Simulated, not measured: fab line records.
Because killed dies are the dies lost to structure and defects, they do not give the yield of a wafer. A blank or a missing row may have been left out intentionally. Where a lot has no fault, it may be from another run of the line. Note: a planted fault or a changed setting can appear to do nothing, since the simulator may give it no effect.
Which tool was responsible?    flow nand-harc    12 lots, 36 wafers sampled, at 1 step of a route of 1302

## WHAT THE GAUGES SHOWED, per wafer
NHARC_A_ONON_D2_THK_MEAS_34: measures by ellipsometry.
lot   measured      on             thk-nm (nm)
L075  day 13 21:58  film-metro-01  196.2 199.8 202.5
L077  day 14 09:35  film-metro-02  201.6 204.4 204.0
L079  day 15 09:56  film-metro-01  198.6 204.3 201.8
L080  day 15 17:19  film-metro-01  201.1 202.3 200.8
L083  day 17 05:44  film-metro-01  197.2 202.6 203.2
L084  day 17 09:32  film-metro-01  198.6 200.5 203.0
L087  day 18 12:20  film-metro-01  199.5 196.2 202.3
L088  day 19 09:20  film-metro-01  199.9 202.9 201.6
L091  day 19 14:41  film-metro-02  198.5 196.7 201.3
L093  day 20 15:26  film-metro-01  200.6 199.7 198.7
L095  day 21 23:59  film-metro-02  194.3 202.2 203.5
L096  day 22 14:19  film-metro-01  201.4 203.0 206.2

## TOOL THAT RAN EACH LOT (tool first, then ch and the chambers of the sampled wafers, then the start)
There is no process step in the record ahead of these readings.

## THE ANSWER, worked out from the rows above alone
Rule: what is usual is taken from the lots themselves. Put in order of their means at a reading, lots are off if they are a third of the lots or fewer, leave a main group of 4 or more, and stand apart from it by a gap of 3 or more times the standard deviation of the main group's means; of several such gaps the widest counts. If all means in a main group match to the digits the tables above print for the reading, that group is not used. Also off: a lot with no number at a reading for which 4 or more lots have one. All remaining lots with rows at the step are treated as sound.
No lot is off at any reading shown: from this, nothing can be told.

## WHAT THE SIMULATOR HAD INSERTED
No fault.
